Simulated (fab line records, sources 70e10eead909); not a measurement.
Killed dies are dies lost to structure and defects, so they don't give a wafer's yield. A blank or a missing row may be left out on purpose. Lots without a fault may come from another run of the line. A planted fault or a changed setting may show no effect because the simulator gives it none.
Chamber matching | flow nand_harc | NHARC_A_STAIRCASE_ETCH_313 on rie_diel-05: 4 sister chambers
The step etches the open film in CF4/CHF3. 16 wafers are shown with their chamber, then 8 later ones without.

WAFERS WITH THEIR CHAMBER
wafer  | chamber | showerhead_plenum_p_Torr (Torr) | drypump_motor_current_A (A) | rf_vpp_V (V)
L831.4 | 2       | 1.56                            | 5.4                         | 370.9
L831.5 | 3       | 1.49                            | 6.0                         | 368.6
L831.6 | 2       | 1.56                            | 5.4                         | 370.6
L832.3 | 2       | 1.56                            | 5.4                         | 370.1
L832.5 | 0       | 1.58                            | 6.1                         | 370.8
L832.6 | 1       | 1.63                            | 6.0                         | 372.6
L833.1 | 0       | 1.58                            | 6.1                         | 372.0
L833.4 | 2       | 1.56                            | 5.4                         | 370.0
L833.6 | 1       | 1.63                            | 6.0                         | 372.2
L834.1 | 3       | 1.49                            | 5.9                         | 368.1
L834.3 | 2       | 1.55                            | 5.4                         | 369.8
L834.5 | 1       | 1.63                            | 6.0                         | 370.6
L836.1 | 2       | 1.55                            | 5.4                         | 370.8
L836.2 | 3       | 1.49                            | 6.0                         | 369.2
L836.6 | 3       | 1.49                            | 5.9                         | 367.5
L844.4 | 0       | 1.58                            | 6.1                         | 371.1

SIGNATURES (means of the wafers above)
reading                  | chamber 0 | chamber 1 | chamber 2 | chamber 3 | scatter within a chamber
showerhead_plenum_p_Torr | 1.5800    | 1.6300    | 1.5567    | 1.4900    | 0.00333
drypump_motor_current_A  | 6.100     | 6.000     | 5.400     | 5.950     | 0.0289
rf_vpp_V                 | 371.300   | 371.800   | 370.367   | 368.350   | 0.686
Rule: a wafer's distance from a chamber is the root of the sum, over the readings, of the square of ((its reading less the chamber's mean) divided by the reading's scatter). The wafer belongs to the nearest chamber; if the next one is less than 2 further off, it can't be placed. The scatter: the root of (the sum of the squares of (reading less its chamber's mean) over the shown wafers, divided by (wafers less chambers)).

WAFERS WITHOUT THEIR CHAMBER
wafer  | showerhead_plenum_p_Torr (Torr) | drypump_motor_current_A (A) | rf_vpp_V (V)
L844.5 | 1.49                            | 5.9                         | 367.1
L844.6 | 1.55                            | 5.4                         | 369.0
L849.2 | 1.58                            | 6.1                         | 370.1
L849.3 | 1.48                            | 6.0                         | 366.5
L849.6 | 1.48                            | 5.9                         | 365.7
L853.2 | 1.57                            | 6.1                         | 371.2
L853.3 | 1.55                            | 5.4                         | 370.0
L853.5 | 1.48                            | 6.0                         | 368.0

WHICH CHAMBER EACH WENT THROUGH
wafer  | from the rows above | in truth
L844.5 | 3                   | 3
L844.6 | 2                   | 2
L849.2 | 0                   | 0
L849.3 | 3                   | 3
L849.6 | 3                   | 3
L853.2 | 0                   | 0
L853.3 | 2                   | 2
L853.5 | 3                   | 3
Placed correctly: 8 of 8. Can't be placed from these rows: 0. Placed wrongly: 0.
